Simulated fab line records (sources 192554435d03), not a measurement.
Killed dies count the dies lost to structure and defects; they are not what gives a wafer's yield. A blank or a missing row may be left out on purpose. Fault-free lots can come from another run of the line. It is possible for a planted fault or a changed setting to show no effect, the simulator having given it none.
Split-lot study / flow n5-finfet / 7 lots, 39 wafers read, on a route of 1938 steps

## THE SPLIT
At N5_DUMMY_GATE_ETCH_42 (etches SiO2 in CHF3/O2, target depth 3.5 nm, time 31 s), the setting bias-w was moved away from the recipe's 12 W on 15 of the 39 wafers read, by -17.6% to +16.2%. This setting was run at the recipe's value on the other wafers.

The reading comes from the split's own step.

## THE READING
rf-vpp-V, in V, at N5_DUMMY_GATE_ETCH_42 (etches SiO2 in CHF3/O2, target depth 3.5 nm, time 31 s). A value of 42.4 V with a standard deviation of 1.1 V is what fault-free wafers of this fab line usually give.

wafer=L074.1; tool, chamber at the split=rie-diel-02, 2; bias-w as run, W=12; against the recipe=recipe; rf-vpp-V, V=43.5; against lot-mates on the recipe=-
wafer=L074.2; tool, chamber at the split=rie-diel-02, 3; bias-w as run, W=9.887; against the recipe=-17.6%; rf-vpp-V, V=37.5; against lot-mates on the recipe=-5.2
wafer=L074.3; tool, chamber at the split=rie-diel-02, 0; bias-w as run, W=12; against the recipe=recipe; rf-vpp-V, V=41.3; against lot-mates on the recipe=-
wafer=L074.4; tool, chamber at the split=rie-diel-02, 1; bias-w as run, W=12; against the recipe=recipe; rf-vpp-V, V=43.4; against lot-mates on the recipe=-
wafer=L074.5; tool, chamber at the split=rie-diel-02, 1; bias-w as run, W=9.887; against the recipe=-17.6%; rf-vpp-V, V=36.6; against lot-mates on the recipe=-6.1
wafer=L074.6; tool, chamber at the split=rie-diel-02, 2; bias-w as run, W=9.887; against the recipe=-17.6%; rf-vpp-V, V=37.0; against lot-mates on the recipe=-5.7
wafer=L075.1; tool, chamber at the split=rie-diel-05, 1; bias-w as run, W=12; against the recipe=recipe; rf-vpp-V, V=42.8; against lot-mates on the recipe=-
wafer=L075.2; tool, chamber at the split=rie-diel-05, 3; bias-w as run, W=12; against the recipe=recipe; rf-vpp-V, V=43.3; against lot-mates on the recipe=-
wafer=L075.3; tool, chamber at the split=rie-diel-05, 2; bias-w as run, W=11.15; against the recipe=-7.1%; rf-vpp-V, V=40.6; against lot-mates on the recipe=-2.7
wafer=L075.4; tool, chamber at the split=rie-diel-05, 0; bias-w as run, W=11.15; against the recipe=-7.1%; rf-vpp-V, V=41.9; against lot-mates on the recipe=-1.4
wafer=L075.5; tool, chamber at the split=rie-diel-05, 2; bias-w as run, W=11.15; against the recipe=-7.1%; rf-vpp-V, V=39.4; against lot-mates on the recipe=-3.9
wafer=L075.6; tool, chamber at the split=rie-diel-05, 1; bias-w as run, W=12; against the recipe=recipe; rf-vpp-V, V=43.9; against lot-mates on the recipe=-
wafer=L078.1; tool, chamber at the split=rie-diel-05, 3; bias-w as run, W=10.36; against the recipe=-13.7%; rf-vpp-V, V=39.5; against lot-mates on the recipe=-2.5
wafer=L078.2; tool, chamber at the split=rie-diel-05, 2; bias-w as run, W=10.36; against the recipe=-13.7%; rf-vpp-V, V=37.3; against lot-mates on the recipe=-4.7
wafer=L078.3; tool, chamber at the split=rie-diel-05, 0; bias-w as run, W=10.36; against the recipe=-13.7%; rf-vpp-V, V=38.5; against lot-mates on the recipe=-3.5
wafer=L078.4; tool, chamber at the split=rie-diel-05, 1; bias-w as run, W=12; against the recipe=recipe; rf-vpp-V, V=43.0; against lot-mates on the recipe=-
wafer=L078.5; tool, chamber at the split=rie-diel-05, 2; bias-w as run, W=12; against the recipe=recipe; rf-vpp-V, V=41.8; against lot-mates on the recipe=-
wafer=L078.6; tool, chamber at the split=rie-diel-05, 1; bias-w as run, W=12; against the recipe=recipe; rf-vpp-V, V=41.2; against lot-mates on the recipe=-
wafer=L081.1; tool, chamber at the split=rie-diel-05, 3; bias-w as run, W=12; against the recipe=recipe; rf-vpp-V, V=43.0; against lot-mates on the recipe=-
wafer=L081.2; tool, chamber at the split=rie-diel-05, 1; bias-w as run, W=12; against the recipe=recipe; rf-vpp-V, V=43.5; against lot-mates on the recipe=-
wafer=L081.3; tool, chamber at the split=rie-diel-05, 0; bias-w as run, W=12; against the recipe=recipe; rf-vpp-V, V=41.9; against lot-mates on the recipe=-
wafer=L081.4; tool, chamber at the split=rie-diel-05, 2; bias-w as run, W=12; against the recipe=recipe; rf-vpp-V, V=42.9; against lot-mates on the recipe=-
wafer=L081.5; tool, chamber at the split=rie-diel-05, 2; bias-w as run, W=12; against the recipe=recipe; rf-vpp-V, V=42.0; against lot-mates on the recipe=-
wafer=L081.6; tool, chamber at the split=rie-diel-05, 3; bias-w as run, W=12; against the recipe=recipe; rf-vpp-V, V=42.3; against lot-mates on the recipe=-
wafer=L086.1; tool, chamber at the split=rie-diel-02, 3; bias-w as run, W=11.12; against the recipe=-7.3%; rf-vpp-V, V=40.8; against lot-mates on the recipe=-1.9
wafer=L086.2; tool, chamber at the split=rie-diel-02, 2; bias-w as run, W=12; against the recipe=recipe; rf-vpp-V, V=42.1; against lot-mates on the recipe=-
wafer=L086.3; tool, chamber at the split=rie-diel-02, 1; bias-w as run, W=12; against the recipe=recipe; rf-vpp-V, V=42.4; against lot-mates on the recipe=-
wafer=L086.4; tool, chamber at the split=rie-diel-02, 0; bias-w as run, W=11.12; against the recipe=-7.3%; rf-vpp-V, V=38.9; against lot-mates on the recipe=-3.8
wafer=L086.5; tool, chamber at the split=rie-diel-02, 3; bias-w as run, W=11.12; against the recipe=-7.3%; rf-vpp-V, V=39.7; against lot-mates on the recipe=-3.0
wafer=L086.6; tool, chamber at the split=rie-diel-02, 2; bias-w as run, W=12; against the recipe=recipe; rf-vpp-V, V=43.7; against lot-mates on the recipe=-
wafer=L095.2; tool, chamber at the split=rie-diel-06, 2; bias-w as run, W=12; against the recipe=recipe; rf-vpp-V, V=41.0; against lot-mates on the recipe=-
wafer=L095.3; tool, chamber at the split=rie-diel-06, 1; bias-w as run, W=12; against the recipe=recipe; rf-vpp-V, V=43.1; against lot-mates on the recipe=-
wafer=L095.6; tool, chamber at the split=rie-diel-06, 1; bias-w as run, W=12; against the recipe=recipe; rf-vpp-V, V=42.4; against lot-mates on the recipe=-
wafer=L096.1; tool, chamber at the split=rie-diel-05, 2; bias-w as run, W=13.95; against the recipe=+16.2%; rf-vpp-V, V=44.7; against lot-mates on the recipe=+2.5
wafer=L096.2; tool, chamber at the split=rie-diel-05, 1; bias-w as run, W=12; against the recipe=recipe; rf-vpp-V, V=42.4; against lot-mates on the recipe=-
wafer=L096.3; tool, chamber at the split=rie-diel-05, 3; bias-w as run, W=13.95; against the recipe=+16.2%; rf-vpp-V, V=49.2; against lot-mates on the recipe=+7.0
wafer=L096.4; tool, chamber at the split=rie-diel-05, 0; bias-w as run, W=13.95; against the recipe=+16.2%; rf-vpp-V, V=47.2; against lot-mates on the recipe=+5.0
wafer=L096.5; tool, chamber at the split=rie-diel-05, 0; bias-w as run, W=12; against the recipe=recipe; rf-vpp-V, V=42.5; against lot-mates on the recipe=-
wafer=L096.6; tool, chamber at the split=rie-diel-05, 1; bias-w as run, W=12; against the recipe=recipe; rf-vpp-V, V=41.6; against lot-mates on the recipe=-

THE FIT
A straight line over all 39 wafers: rf-vpp-V changes by +0.298 V for each +1% of bias-w; r = +0.93; the points scatter about the line by 0.97 V.
The same after taking each lot's own level away (the mean of its wafers on the recipe; 39 wafers): +0.308 V for each +1%; r = +0.93; scatter 0.94 V.
Per that fit: largest bias-w move, reading shift of 5.4 V.
Across the lots, their own levels run from 42.00 to 43.33 V, a range of 1.2 times the standard deviation given above.
Consequently the slope shifts little with the lot-to-lot level, the two slopes agreeing.
Check: for one of the wafers moved furthest among these (-17.6%), held out of the fit, the line's prediction against its lot-mates is -5.54 V. Against them it came out at -5.23 V.
Tool readings at the split's step, against how far the setting was moved: rf-vpp-V r = +0.93.

## OTHER SPLITS APPLIED TO THESE WAFERS
These wafers also went through other splits before the reading. Each is held against what the fit with the lots' levels taken away leaves over:
other split on the same wafers=N5_FIN_SAQP_SPACER2_ALD_28 target-thk-a; wafers away from the commonest value=12; r with rf-vpp-V (lot level and that fit taken away)=+0.06

## THE FILE'S OWN FIT
rf-vpp-V changes by +0.31 V for each +1% of bias-w, r = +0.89.
